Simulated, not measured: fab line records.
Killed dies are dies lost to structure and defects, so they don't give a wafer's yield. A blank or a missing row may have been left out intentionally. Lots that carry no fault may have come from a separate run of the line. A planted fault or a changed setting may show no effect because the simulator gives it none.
fab line records	flow nand-harc
[record] lots = 13	wafers = 39	last-day = 34
route steps=1302 shown A_SOURCE_PLATE@416 A_ONON_D1@444 END@1302
lots with no fault: from the same line, run without faults
start-h: hours from the record's first day to the start of the lot's first wafer shown	wait-h: hours since the lot's step before	" the same as in the row above	L1.1+2: a row that stands for several wafers	- no value present, or no start provided	* or withheld: withheld	< > ~ a bound
route shown NAME@n: a module of which the file shows steps, and the number in the route of the first	usual: mean and standard deviation over wafers with no fault	same: alike in all rows	chamber/n: place in a boat	sites: readings site by site	_std_site: their standard deviation	_edge_site: outer sites' mean less inner sites'	radius-mm: how far each site lies from the wafer's centre	mask NAME#n: copy n	behind: the tool/chamber that last shaped the wafer	hold: the reason the lot was held/the length of the hold in hours/how it ended	device: whichever transistor did not switch (one of n, p or np)	end of line: tests run on the same wafers once the route is complete	a step without rows: its recipe alone	killed: not the wafer's yield, but the dies lost to structure and defects at the first sort	map: a wafer's dies, x killed, . not, _ none there
set.NAME: the setting as run; set.NAME@STEP: as run at that earlier step	model.NAME: the simulator's own value behind a step, which no gauge read
route steps across a sampled set of lots; one table per step, one row per wafer
services: from which hour (start-h, from the record's first day; less than 0 if before it) a tool's chamber was out of use, for how many hours, and why
[[steps]]
[step NHARC_A_SOURCE_PLATE_THK_MEAS_09]
[recipe] thk-meas-gauge = ellipsometry
[usual] thk-nm = 9.6/1
lot.wafer	tool	chamber	start-h	wait-h	thk-nm
L922.2	film-metro-01	-	161.15	0.4	9.8
L922.3	"	-	"	"	8.6
L922.4	"	-	"	"	9.5
L924.2	film-metro-02	-	166.18	0.4	8.4
L924.3	"	-	"	"	9.8
L924.6	"	-	"	"	9.2
L925.2	film-metro-02	-	174.78	0.4	9.4
L925.3	"	-	"	"	9.8
L925.6	"	-	"	"	9.9
L926.1	film-metro-01	-	186.07	0.4	9.5
L926.4	"	-	"	"	9.0
L926.5	"	-	"	"	9.2
L928.3	film-metro-01	-	204.47	0.4	9.1
L928.4	"	-	"	"	9.6
L928.5	"	-	"	"	9.6
L929.2	film-metro-01	-	223.17	0.4	9.5
L929.3	"	-	"	"	10.0
L929.6	"	-	"	"	10.3
L930.1	film-metro-01	-	223.17	0.4	10.2
L930.5	"	-	"	"	7.6
L930.6	"	-	"	"	10.2
L931.3	film-metro-01	-	235.45	0.4	10.9
L931.4	"	-	"	"	9.0
L931.6	"	-	"	"	10.7
L936.2	film-metro-02	-	289.66	0.4	7.5
L936.3	"	-	"	"	11.0
L936.5	"	-	"	"	10.2
L938.1	film-metro-01	-	311.70	0.4	10.9
L938.2	"	-	"	"	10.2
L938.3	"	-	"	"	9.0
L943.2	film-metro-02	-	347.48	0.4	11.7
L943.4	"	-	"	"	7.4
L943.5	"	-	"	"	9.0
L944.2	film-metro-02	-	360.59	0.4	10.0
L944.4	"	-	"	"	11.6
L944.6	"	-	"	"	8.7
L945.2	film-metro-01	-	377.27	0.4	11.0
L945.4	"	-	"	"	10.6
L945.6	"	-	"	"	9.7
[step NHARC_A_ONON_D1_DEP_28]
[recipe] target-thk-a = 10000	n2-flow-sccm = 2750	n2o-flow-sccm = 2000	nh3-flow-sccm = 500	sih4-flow-sccm = 210	temp-c = 400
[usual] nh3-flow-sccm = 500.1/1.5
lot.wafer	tool	chamber	start-h	wait-h	nh3-flow-sccm
L922.2	pecvd-onon-01	0	189.19	0.3	498.4
L922.3	"	0	"	"	498.4
L922.4	"	0	"	"	499.7
L924.2	pecvd-onon-04	0	189.38	0.2	499.5
L924.3	"	0	"	"	500.4
L924.6	"	0	"	"	498.5
L925.2	pecvd-onon-04	0	201.53	0.1	496.6
L925.3	"	0	"	"	500.8
L925.6	"	0	"	"	498.7
L926.1	pecvd-onon-02	0	211.54	0.1	497.7
L926.4	"	0	"	"	499.9
L926.5	"	0	"	"	498.6
L928.3	pecvd-onon-02	0	231.71	0.2	500.3
L928.4	"	0	"	"	499.5
L928.5	"	0	"	"	502.1
L930.1	pecvd-onon-02	0	248.57	0.1	498.7
L930.5	"	0	"	"	498.0
L930.6	"	0	"	"	499.4
L929.2	pecvd-onon-04	0	248.63	0.1	499.2
L929.3	"	0	"	"	497.1
L929.6	"	0	"	"	500.8
L931.3	pecvd-onon-01	0	261.09	0.2	500.4
L931.4	"	0	"	"	500.3
L931.6	"	0	"	"	502.2
L936.2	pecvd-onon-01	0	315.16	0.1	499.6
L936.3	"	0	"	"	499.5
L936.5	"	0	"	"	498.7
L938.1	pecvd-onon-01	0	337.31	0.1	499.8
L938.2	"	0	"	"	500.5
L938.3	"	0	"	"	501.3
L943.2	pecvd-onon-04	0	374.60	0.1	499.4
L943.4	"	0	"	"	500.6
L943.5	"	0	"	"	497.0
L944.2	pecvd-onon-02	0	386.95	0.1	500.3
L944.4	"	0	"	"	500.2
L944.6	"	0	"	"	501.9
L945.2	pecvd-onon-04	0	409.24	0.1	501.1
L945.4	"	0	"	"	499.1
L945.6	"	0	"	"	500.0
[step NHARC_A_ONON_D1_THK_MEAS_30]
[recipe] thk-meas-gauge = ellipsometry
[usual] thk-nm = 1000/8.7
lot.wafer	tool	chamber	start-h	wait-h	thk-nm
L922.2	film-metro-01	-	189.64	-	996
L922.3	"	-	"	"	994
L922.4	"	-	"	"	994
L924.2	film-metro-01	-	189.83	-	1010
L924.3	"	-	"	"	1012
L924.6	"	-	"	"	1012
L925.2	film-metro-02	-	201.98	-	1010
L925.3	"	-	"	"	1009
L925.6	"	-	"	"	1011
L926.1	film-metro-01	-	212.05	-	995
L926.4	"	-	"	"	994
L926.5	"	-	"	"	994
L928.3	film-metro-02	-	232.11	-	1011
L928.4	"	-	"	"	1010
L928.5	"	-	"	"	1009
L930.1	film-metro-01	-	249.07	-	1007
L930.5	"	-	"	"	1010
L930.6	"	-	"	"	1008
L929.2	film-metro-02	-	249.09	-	1010
L929.3	"	-	"	"	1011
L929.6	"	-	"	"	1011
L931.3	film-metro-01	-	261.49	-	989
L931.4	"	-	"	"	988
L931.6	"	-	"	"	987
L936.2	film-metro-02	-	315.62	-	1000
L936.3	"	-	"	"	1000
L936.5	"	-	"	"	1000
L938.1	film-metro-02	-	337.85	-	990
L938.2	"	-	"	"	991
L938.3	"	-	"	"	991
L943.2	film-metro-01	-	375.06	-	994
L943.4	"	-	"	"	992
L943.5	"	-	"	"	993
L944.2	film-metro-01	-	387.40	-	1007
L944.4	"	-	"	"	1006
L944.6	"	-	"	"	1008
L945.2	film-metro-02	-	409.69	-	999
L945.4	"	-	"	"	998
L945.6	"	-	"	"	1000
[step NHARC_A_ONON_D1_DEP_33]
[recipe] target-thk-a = 2000	temp-c = 400	pressure-torr = 6.5	rf-w = 900	teos-flow-sccm = 161.4	flow-sccm = 2650	target-thk-nm = 200	gas = O2	material = SiO2
[usual] heater-power-w = 477/84	showerhead-vpp-V = 1850/74	throttle-valve-pct = 16.1/0.64
lot.wafer	tool	chamber	start-h	wait-h	heater-power-w	showerhead-vpp-V	throttle-valve-pct
L922.3	pecvd-04	2	189.70	0.1	542	1922	16.6
L922.2	"	0	"	"	460	1738	16.0
L922.4	"	2	"	"	399	1938	16.6
L924.2	pecvd-02	0	189.89	0.1	569	1910	16.3
L924.3	"	2	"	"	342	1736	15.8
L924.6	"	1	"	"	489	1790	16.9
L925.3	pecvd-01	2	202.04	0.1	497	1863	14.3
L925.2	"	1	"	"	532	1883	16.4
L925.6	"	1	"	"	534	1893	16.3
L926.1	pecvd-02	1	212.16	0.1	450	1817	17.0
L926.5	"	0	"	"	485	1902	16.3
L926.4	"	1	"	"	455	1825	16.9
L928.3	pecvd-01	1	232.16	0.1	497	1940	15.9
L928.5	"	1	"	"	511	1916	16.1
L928.4	"	2	"	"	530	1873	14.3
L929.3	pecvd-02	0	249.15	0.1	503	1928	15.6
L929.2	"	2	"	"	304	1725	15.3
L929.6	"	1	"	"	475	1827	16.5
L930.1	pecvd-04	0	249.18	0.1	568	1751	16.3
L930.5	"	2	"	"	502	1912	16.4
L930.6	"	1	"	"	437	1884	17.3
L931.3	pecvd-04	2	261.54	0.1	457	1887	16.7
L931.4	"	2	"	"	476	1945	16.7
L931.6	"	1	"	"	394	1885	17.1
L936.2	pecvd-02	0	315.67	0.1	539	1873	15.6
L936.3	"	2	"	"	331	1745	15.5
L936.5	"	1	"	"	451	1801	16.9
L938.2	pecvd-01	2	337.91	0.1	502	1820	14.7
L938.1	"	0	"	"	519	1880	16.7
L938.3	"	1	"	"	523	1882	15.7
L943.2	pecvd-01	1	375.20	0.1	452	1932	15.7
L943.5	"	2	"	"	517	1878	14.6
L943.4	"	1	"	"	452	1905	15.6
L944.2	pecvd-04	0	387.50	0.1	548	1745	16.4
L944.4	"	2	"	"	417	1964	16.0
L944.6	"	0	"	"	546	1766	16.1
L945.2	pecvd-04	0	409.84	0.1	632	1744	16.2
L945.4	"	0	"	"	475	1756	16.4
L945.6	"	1	"	"	428	1875	16.3
[step NHARC_A_ONON_D1_INSPECT_32]
[usual] raw-defect-count = 78/24
lot.wafer	tool	chamber	start-h	wait-h	raw-defect-count
L922.2	defect-inspect-02	-	190.22	0.1	94
L922.3	"	-	"	"	114
L922.4	"	-	"	"	82
L924.2	defect-inspect-01	-	190.36	0.0	105
L924.3	"	-	"	"	84
L924.6	"	-	"	"	94
L925.2	defect-inspect-02	-	202.54	0.0	88
L925.3	"	-	"	"	37
L925.6	"	-	"	"	82
L926.1	defect-inspect-02	-	212.61	0.0	36
L926.4	"	-	"	"	119
L926.5	"	-	"	"	62
L928.3	defect-inspect-02	-	232.64	0.0	90
L928.4	"	-	"	"	83
L928.5	"	-	"	"	93
L930.1	defect-inspect-02	-	249.61	0.0	46
L930.5	"	-	"	"	30
L930.6	"	-	"	"	39
L929.2	defect-inspect-01	-	249.63	0.0	89
L929.3	"	-	"	"	86
L929.6	"	-	"	"	71
L931.3	defect-inspect-02	-	262.04	0.0	96
L931.4	"	-	"	"	104
L931.6	"	-	"	"	96
L936.2	defect-inspect-02	-	316.17	0.0	954
L936.3	"	-	"	"	899
L936.5	"	-	"	"	910
L938.1	defect-inspect-02	-	338.39	0.0	940
L938.2	"	-	"	"	875
L938.3	"	-	"	"	946
L943.2	defect-inspect-02	-	375.60	0.0	98
L943.4	"	-	"	"	65
L943.5	"	-	"	"	54
L944.2	defect-inspect-02	-	387.94	0.0	51
L944.4	"	-	"	"	62
L944.6	"	-	"	"	72
L945.2	defect-inspect-02	-	410.30	0.0	73
L945.4	"	-	"	"	86
L945.6	"	-	"	"	120
[step NHARC_END_SORT_01]
[recipe] temp-c = 25
[usual] killed-at-array = 56/21	killed-at-other = 1.2/1.6	killed-at-periphery = 3.7/2.5	killed-dies = 61/21	killed-open = 3.1/1.8	killed-short = 2.8/1.7
[same] gross-dies = 677
lot.wafer	tool	chamber	start-h	wait-h	killed-at-array	killed-at-other	killed-at-periphery	killed-dies	killed-open	killed-short
L936.2	prober-02	0	698.92	2.8	132	0	2	134	2	1
L936.3	prober-02	0	699.73	3.1	142	2	1	145	2	5
L936.5	prober-02	0	701.34	3.7	140	1	2	143	5	4
L938.1	prober-02	0	711.40	2.5	91	1	9	101	4	3
L938.2	prober-02	0	712.20	2.8	90	0	9	99	3	3
L938.3	prober-02	0	713.01	3.1	81	0	11	92	1	2
// killed by level:class
L936.2 A_ONON_D1:unspecified=63 A_CHANNEL_HOLE_D1:chamber-film-flake=23 A_SLIT:chamber-film-flake=20 A_CHANNEL_HOLE_D2:chamber-film-flake=12 A_SGD_CUT:chamber-film-flake=6 P_GATE:chamber-film-flake=2 A_STAIRCASE:chamber-film-flake=2 A_DECK1_JOINT:geometric-particle:open=1
L936.3 A_ONON_D1:unspecified=55 A_CHANNEL_HOLE_D1:chamber-film-flake=29 A_SLIT:chamber-film-flake=22 A_CHANNEL_HOLE_D2:chamber-film-flake=18 A_SGD_CUT:chamber-film-flake=7 A_CONTACT:chamber-film-flake=2 A_CHANNEL_FILL_D1:chamber-film-flake=2 A_CHANNEL_FILL_D2:chamber-film-flake=2
L936.5 A_ONON_D1:unspecified=56 A_SLIT:chamber-film-flake=27 A_CHANNEL_HOLE_D1:chamber-film-flake=23 A_CHANNEL_HOLE_D2:chamber-film-flake=23 A_WL_FILL:geometric-particle:open=2 A_STAIRCASE:chamber-film-flake=2 P_GATE:geometric-particle:open=1 A_ONON_D1:geometric-particle:short=1
L938.1 A_ONON_D1:unspecified=58 A_CONTACT:chamber-film-flake=15 P_CONTACT:chamber-film-flake=7 A_CHANNEL_HOLE_D1:chamber-film-flake=7 A_SLIT:chamber-film-flake=4 P_M0:geometric-particle:open=2 A_STAIRCASE:chamber-film-flake=2 A_ONON_D1:geometric-particle:open=1
L938.2 A_ONON_D1:unspecified=57 A_CONTACT:chamber-film-flake=11 A_CHANNEL_HOLE_D1:chamber-film-flake=9 P_CONTACT:chamber-film-flake=5 P_GATE:chamber-film-flake=3 A_STAIRCASE:chamber-film-flake=3 A_SLIT:chamber-film-flake=3 P_M0:geometric-particle:short=1
L938.3 A_ONON_D1:unspecified=59 A_CHANNEL_HOLE_D1:chamber-film-flake=9 A_CONTACT:chamber-film-flake=7 P_CONTACT:chamber-film-flake=6 A_SLIT:chamber-film-flake=3 P_GATE:chamber-film-flake=2 P_M0:geometric-particle:short=1 P_M1:geometric-particle:open=1
[[services]]
tool	chamber	start-h	hours	kind
pecvd-onon-02	-	185.61	13.0	pm
pecvd-02	-	227.71	13.0	pm
pecvd-02	0	227.71	13.0	vent-cycle
pecvd-02	1	227.71	13.0	vent-cycle
pecvd-02	2	227.71	13.0	vent-cycle
pecvd-02	0	240.71	-	clean
pecvd-02	1	240.71	-	clean
pecvd-02	2	240.71	-	clean
pecvd-onon-01	-	269.07	13.0	pm
pecvd-04	-	269.21	13.0	pm
pecvd-04	0	269.21	13.0	vent-cycle
pecvd-04	1	269.21	13.0	vent-cycle
pecvd-04	2	269.21	13.0	vent-cycle
pecvd-04	0	282.21	-	clean
pecvd-04	1	282.21	-	clean
pecvd-04	2	282.21	-	clean
pecvd-01	-	311.00	13.0	pm
pecvd-onon-04	-	311.24	13.0	pm
pecvd-02	2	331.50	2.7	repair
pecvd-04	-	344.28	4.8	repair
pecvd-01	2	358.90	8.7	repair
pecvd-onon-02	-	366.61	13.0	pm
pecvd-02	0	404.50	20.8	repair
pecvd-02	-	408.71	13.0	pm
[[key]]
[first-sign] step = NHARC_A_ONON_D1_INSPECT_32	reading = raw-defect-count	direction = up	sigmas = 35	usual = 78	struck = 921
[effect] step = NHARC_END_SORT_01	reading = killed-dies	direction = up	sigmas = 2.7	usual = 61	struck = 119
[more-kills-born-at] NHARC_A_ONON_D1_DEP_28@pecvd-onon-01 = 348
met-at NHARC_A_ONON_D1_DEP_28
struck-lots L936,L938
tester-left-out L936,L938
not-acting-at NHARC_A_SOURCE_PLATE_THK_MEAS_09,NHARC_A_ONON_D1_THK_MEAS_30,NHARC_A_ONON_D1_DEP_33
onset-between 261.09 315.16
[fault] kind = chamber-particle-source	tool = pecvd-onon-01	chamber = -	onset-h = 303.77	steps = NHARC_A_ONON_D1_DEP_28	rate-per-visit-cm2 = 1.3277	end-h = 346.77
// tester-left-out: of these lots the tester's yield and bins aren't shown, on N5 and GAA mostly nor the transistor test; their killed dies are dies lost to structure and defects alone, not to doping, threshold or leakage, so they don't give the yield
